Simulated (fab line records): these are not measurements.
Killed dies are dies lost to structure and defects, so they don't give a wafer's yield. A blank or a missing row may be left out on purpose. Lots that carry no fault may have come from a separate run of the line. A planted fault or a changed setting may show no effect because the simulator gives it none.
fab line records	flow n5_finfet
[record] lots = 7	wafers = 19	last_day = 17
route steps=1938 shown BEOL_M10@1476
lots untouched by any fault: they come from a run of this same line in which no faults occurred
start_h: start of the lot's first displayed wafer, in hours after the record's first day	wait_h: time in hours since the lot's previous step	" unchanged from the row above	L1.1+2: several wafers, shown together as one row	- value missing, or start not given	* or withheld: withheld	< > ~ a bound
route shown NAME@n: names a module that has steps shown in the file, with the first one's number in the route	usual: mean/standard deviation taken from wafers without a fault	same: alike in all rows	chamber/n: place in a boat	sites: readings site by site	_std_site: the standard deviation of these	_edge_site: outer sites' mean less inner sites'	radius_mm: how far each site lies from the wafer's centre	mask NAME#n: copy n	behind: the tool/chamber that last shaped the wafer	hold: why the lot went on hold/how many hours it stayed there/how the hold came to an end	device: transistor that didn't switch, given as n, p or np	end of line: at the end of the route, the tests of the same wafers	a step given without rows: its recipe and nothing more	killed: dies that structure and defects cost at the first sort, which is not the same as the wafer's yield	map: a wafer's dies, x killed, . not, _ none there
set.NAME: the run value of the setting; set.NAME@STEP: its run value at that earlier step	model.NAME: the simulator's own value behind a step, which no gauge read
a table for each step, a row for each wafer; lots at some steps of the route
services: from which hour (start_h, from the record's first day; less than 0 if before it) a tool's chamber was out of use, for how many hours, and why
[[steps]]
[step N5_BEOL_M10_COAT_60]
[recipe] resist = SiARC	temp_c = 220	time_s = 60	spin_rpm = 1500	resist_thk_nm = 30
[step N5_BEOL_M10_COAT_05]
[recipe] resist = CAR-ArF	spin_rpm = 1500	resist_thk_nm = 90
[step N5_BEOL_M10_EBR_07]
[recipe] solvent = PGMEA	ebr_width_mm = 1.5
[step N5_BEOL_M10_SOFTBAKE_06]
[recipe] temp_c = 110	time_s = 60	resist = CAR-ArF
[step N5_BEOL_M10_EXPOSE_08]
[recipe] mask_id = M10	na = 1.35	source_shape = dipole	sigma_inner = 0.411	sigma_outer = 0.611	polarization = te	dose_mj = 53.75
[step N5_BEOL_M10_PEB_09]
[recipe] peb_temp_c = withheld	peb_time_s = 60	resist = CAR-ArF
[step N5_BEOL_M10_DEVELOP_10]
[recipe] develop_time_s = 30	developer = TMAH	resist = CAR-ArF	rinse_liquid = diw	dry = air_spin	dev_temp_c = 23
[step N5_BEOL_M10_CD_MEAS_11]
[recipe] target_cd_nm = 64.1	landing_energy_ev = 500	detector = se_inlens	polarity = opening
[usual] cd_nm = 63.9/0.77
lot.wafer	tool	chamber	start_h	wait_h	cd_nm
L787.1	cd_sem-03	0	227.97	-	63.1
L787.2	"	0	"	"	63.5
L787.4	"	0	"	"	63.2
L790.1	cd_sem-02	0	248.72	-	62.5
L790.4	"	0	"	"	63.5
L790.5	"	0	"	"	64.1
L791.1	cd_sem-01	0	255.86	-	63.5
L791.2	"	0	"	"	62.7
L791.5	"	0	"	"	64.1
L793.5	cd_sem-03	0	263.71	-	64.2
L793.6	"	0	"	"	64.5
L802.1	cd_sem-03	0	324.86	-	63.3
L802.3	"	0	"	"	63.9
L802.5	"	0	"	"	64.0
L804.4	cd_sem-03	0	346.60	-	63.5
L804.6	"	0	"	"	63.8
L807.1	cd_sem-03	0	360.05	-	63.6
L807.3	"	0	"	"	62.3
L807.5	"	0	"	"	64.5
[step N5_BEOL_M10_OVL_MEAS_12]
[recipe] points_per_wafer = 44
[usual] M10_OVL = -0.2/0.79
lot.wafer	tool	chamber	start_h	wait_h	M10_OVL[nm]
L787.1	overlay-02	0	228.00	0.0	0.4
L787.2	"	0	"	"	1.0
L787.4	"	0	"	"	1.1
L790.1	overlay-02	0	248.75	0.0	-0.2
L790.4	"	0	"	"	0.4
L790.5	"	0	"	"	0.8
L791.1	overlay-01	0	255.89	0.0	-0.5
L791.2	"	0	"	"	-1.2
L791.5	"	0	"	"	0.2
L793.5	overlay-01	0	263.73	0.0	-0.5
L793.6	"	0	"	"	0.1
L802.1	overlay-02	0	324.89	0.0	-1.0
L802.3	"	0	"	"	-1.6
L802.5	"	0	"	"	0.3
L804.4	overlay-02	0	346.63	0.0	0.1
L804.6	"	0	"	"	0.3
L807.1	overlay-02	0	360.08	0.0	-0.3
L807.3	"	0	"	"	-0.5
L807.5	"	0	"	"	-0.8
[step N5_BEOL_M10_INSPECT_13]
[recipe] mode = adi	inspect_instrument = brightfield
[usual] raw_defect_count = 418/100
lot.wafer	tool	chamber	start_h	wait_h	raw_defect_count
L787.1	defect_inspect-01	-	228.03	0.0	441
L787.2	"	-	"	"	560
L787.4	"	-	"	"	760
L790.1	defect_inspect-01	-	248.77	0.0	493
L790.4	"	-	"	"	504
L790.5	"	-	"	"	421
L791.1	defect_inspect-01	-	255.92	0.0	354
L791.2	"	-	"	"	582
L791.5	"	-	"	"	352
L793.5	defect_inspect-02	-	263.76	0.0	425
L793.6	"	-	"	"	333
L802.1	defect_inspect-01	-	324.92	0.0	314
L802.3	"	-	"	"	356
L802.5	"	-	"	"	443
L804.4	defect_inspect-01	-	346.66	0.0	372
L804.6	"	-	"	"	562
L807.1	defect_inspect-02	-	360.10	0.0	487
L807.3	"	-	"	"	483
L807.5	"	-	"	"	437
[step N5_BEOL_M10_DESCUM_16]
[recipe] chemistry = O2	time_s = 7.9	source_power_w = 50	bias_power_w = 20	pressure_mtorr = 20	rf_frequency_hz = 2.712e+07	temp_c = 40	resist = CAR-ArF	o2_flow_sccm = 225
[usual] drypump_motor_current_A = 5.5/0.38	oes_product_au = 0.81/0.092	rf_vpp_V = 243.0/1.6	showerhead_plenum_p_Torr = 2.08/0.087	throttle_valve_pct = 20.4/0.31
lot.wafer	tool	chamber	start_h	wait_h	drypump_motor_current_A	oes_product_au	rf_hours_counter_h	rf_vpp_V	showerhead_plenum_p_Torr	throttle_valve_pct
L787.1	rie_diel-04	3	228.06	0.0	5.1	0.89	18	242.4	2.15	19.9
L787.2	"	1	"	"	5.6	1.00	7	244.0	2.21	20.0
L787.4	"	1	"	"	5.6	1.00	-	245.0	2.21	20.1
L790.1	rie_diel-04	0	248.96	0.2	6.0	0.87	37	244.9	2.13	20.2
L790.4	"	3	"	"	5.0	0.87	26	244.5	2.14	19.9
L790.5	"	3	"	"	5.0	0.87	-	242.8	2.14	19.9
L791.1	rie_diel-04	1	255.95	0.0	5.6	0.96	19	245.3	2.20	20.1
L791.2	"	3	"	"	5.1	0.86	29	244.6	2.14	19.9
L791.5	"	0	"	"	6.0	0.86	-	244.9	2.13	20.2
L793.5	rie_diel-04	0	264.28	0.5	6.0	0.85	-	242.5	2.12	20.2
L793.6	"	1	"	"	5.6	0.95	-	244.3	2.20	20.1
L802.1	rie_diel-01	0	325.28	0.4	6.0	0.85	84	242.9	2.00	20.1
L802.3	"	1	"	"	5.2	0.72	203	244.4	2.05	20.5
L802.5	"	2	"	"	5.4	0.78	-	242.7	2.15	20.7
L804.4	rie_diel-01	0	346.89	0.2	6.0	0.84	-	242.1	2.00	20.1
L804.6	"	2	"	"	5.4	0.77	-	244.1	2.14	20.8
L807.1	rie_diel-04	2	360.14	0.0	5.6	0.85	50	243.9	2.11	20.5
L807.3	"	1	"	"	5.6	0.89	55	245.0	2.19	20.1
L807.5	"	1	"	"	5.6	0.89	-	244.4	2.19	20.1
[step N5_BEOL_M10_ETCH_61]
[recipe] chemistry = CF4	target = SiARC	target_depth_a = 390	mask_material = CAR-ArF	time_s = 65	ion_energy_ev = 80	pressure_mtorr = 40	source_w = 545	bias_w = 36	Ar_flow_sccm = 100	cf4_flow_sccm = 100	ends = cleared
[usual] drypump_motor_current_A = 5.5/0.38	etch_rf_on_time_s = 65.8/2.5	oes_product_au = 0.69/0.075	rf_vpp_V = 184.0/1.3	showerhead_plenum_p_Torr = 2.14/0.08	throttle_valve_pct = 15.54/0.28
lot.wafer	tool	chamber	start_h	wait_h	drypump_motor_current_A	etch_rf_on_time_s	oes_product_au	rf_hours_counter_h	rf_vpp_V	showerhead_plenum_p_Torr	throttle_valve_pct
L787.1	rie_diel-04	3	228.10	0.0	5.1	61.5	0.79	18	183.9	2.18	15.02
L787.2	"	1	"	"	5.6	65.1	0.82	7	186.0	2.27	15.31
L787.4	"	1	"	"	5.6	65.9	0.82	-	185.6	2.27	15.31
L790.1	rie_diel-04	0	249.00	0.0	6.0	66.9	0.73	37	184.8	2.18	15.32
L790.4	"	3	"	"	5.1	62.4	0.76	26	184.5	2.18	15.03
L790.5	"	3	"	"	5.0	62.0	0.76	-	184.1	2.18	15.06
L791.1	rie_diel-04	1	255.99	0.0	5.6	66.9	0.78	19	184.8	2.27	15.33
L791.2	"	3	"	"	5.1	62.0	0.75	29	184.3	2.17	15.07
L791.5	"	0	"	"	6.0	67.2	0.72	-	183.9	2.18	15.31
L793.5	rie_diel-04	0	264.32	0.0	6.0	67.0	0.72	-	185.1	2.18	15.33
L793.6	"	1	"	"	5.6	66.2	0.79	-	185.6	2.27	15.34
L802.1	rie_diel-01	0	325.31	0.0	6.0	68.5	0.70	84	182.9	2.09	15.48
L802.3	"	1	"	"	5.2	67.7	0.59	203	185.8	2.11	15.78
L802.5	"	2	"	"	5.4	64.1	0.67	-	182.9	2.15	15.55
L804.4	rie_diel-01	0	346.93	0.0	6.0	68.0	0.69	-	183.5	2.08	15.48
L804.6	"	2	"	"	5.4	63.9	0.66	-	183.7	2.15	15.57
L807.1	rie_diel-04	2	360.17	0.0	5.7	67.9	0.70	50	184.3	2.18	15.73
L807.3	"	1	"	"	5.6	67.3	0.72	55	186.1	2.26	15.39
L807.5	"	1	"	"	5.6	66.8	0.73	-	186.1	2.26	15.39
[step N5_BEOL_M10_ETCH_62]
[recipe] chemistry = N2/H2	target = SOC	target_depth_a = 1100	overetch_a = 220	mask_material = SiARC	temp_c = 40	time_s = 165	ion_energy_ev = 200	pressure_mtorr = 30	source_w = 840	bias_w = 150	n2_flow_sccm = 200	h2_flow_sccm = 200
[usual] drypump_motor_current_A = 5.5/0.38	h2_flow_sccm = 199.9/0.56	oes_product_au = 0.69/0.073	rf_vpp_V = 523.8/3	showerhead_plenum_p_Torr = 2.54/0.1	throttle_valve_pct = 17.76/0.29
lot.wafer	tool	chamber	start_h	wait_h	drypump_motor_current_A	h2_flow_sccm	oes_product_au	rf_hours_counter_h	rf_vpp_V	showerhead_plenum_p_Torr	throttle_valve_pct	model.SiARC_of_BEOL_M10_COAT_60.thk_nm
L787.1	rie_diel-04	3	228.15	0.0	5.1	199.4	0.76	18	524.7	2.61	17.37	23.2
L787.2	"	1	"	"	5.6	199.9	0.82	7	529.9	2.73	17.71	23.6
L787.4	"	1	"	"	5.6	199.8	0.83	-	528.6	2.73	17.71	23.6
L790.1	rie_diel-04	0	249.05	0.0	6.0	199.5	0.73	37	526.4	2.59	17.50	23.4
L790.4	"	3	"	"	5.1	200.0	0.74	26	526.0	2.61	17.39	23.4
L790.5	"	3	"	"	5.1	200.1	0.81	-	526.6	2.61	17.39	24
L791.1	rie_diel-04	1	256.04	0.0	5.6	199.6	0.79	19	527.6	2.72	17.73	23.6
L791.2	"	3	"	"	5.1	199.3	0.73	29	525.3	2.61	17.39	23
L791.5	"	0	"	"	6.0	200.8	0.81	-	526.0	2.59	17.51	24
L793.5	rie_diel-04	0	264.41	0.1	6.0	200.0	0.80	-	525.2	2.58	17.52	24.4
L793.6	"	1	"	"	5.6	199.5	0.79	-	527.2	2.72	17.74	23.8
L802.1	rie_diel-01	0	325.36	0.0	6.0	200.0	0.72	85	522.7	2.45	17.58	23.4
L802.3	"	1	"	"	5.2	200.7	0.61	203	523.1	2.52	17.98	24.2
L802.5	"	2	"	"	5.4	199.5	0.66	-	525.2	2.54	17.63	23.2
L804.4	rie_diel-01	0	347.02	0.1	6.0	200.4	0.70	-	521.2	2.44	17.61	23.4
L804.6	"	2	"	"	5.4	200.1	0.65	-	524.2	2.54	17.65	23
L807.1	rie_diel-04	2	360.22	0.0	5.7	199.9	0.71	50	525.8	2.55	17.75	23.4
L807.3	"	1	"	"	5.6	199.0	0.74	55	527.0	2.71	17.79	23.8
L807.5	"	1	"	"	5.6	199.6	0.74	-	527.5	2.71	17.80	23.8
[step N5_BEOL_M10_STRIP_68]
[recipe] chemistry = N2/H2	temp_c = 40	n2_flow_sccm = 200	h2_flow_sccm = 200	rf_frequency_hz = 6e+07
[[services]]
tool	chamber	start_h	hours	kind
rie_diel-04	2	211.62	-	clean
rie_diel-04	2	211.62	-	consumable_replace:focus_ring
rie_diel-04	2	211.62	19.5	scheduled_down
rie_diel-04	2	211.62	19.5	vent_cycle
rie_diel-01	-	259.93	15.6	pm
rie_diel-01	1	286.84	1.3	repair
rie_diel-01	0	311.92	8.4	repair
rie_diel-01	3	337.19	-	clean
rie_diel-01	3	337.19	-	consumable_replace:focus_ring
rie_diel-01	3	337.19	15.0	scheduled_down
rie_diel-01	3	337.19	15.0	vent_cycle
[[key]]
first_sign none at tools or gauges
[model_effect] step = N5_BEOL_M10_ETCH_62	value = SiARC_of_BEOL_M10_COAT_60.thk_nm	without = 23.4	struck = 24.13
met_at N5_BEOL_M10_ETCH_62
struck_wafers L790.5,L791.5,L793.5
[baseline_loss] step = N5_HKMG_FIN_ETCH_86	wafers = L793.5
onset_between 228.15 249.05
[fault] kind = process_parameter_drift	tool = rie_diel-04	chamber = -	onset_h = 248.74	steps = N5_BEOL_M10_ETCH_62	channel = time_s	offset = *	shape = step	end_h = 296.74	scope = struck_wafers_only	acts_in = *	stated = *
// baseline_loss: these wafers lose ten dies or more at that step, a loss of the line's own and not of a fault; the sort's usual values leave them out
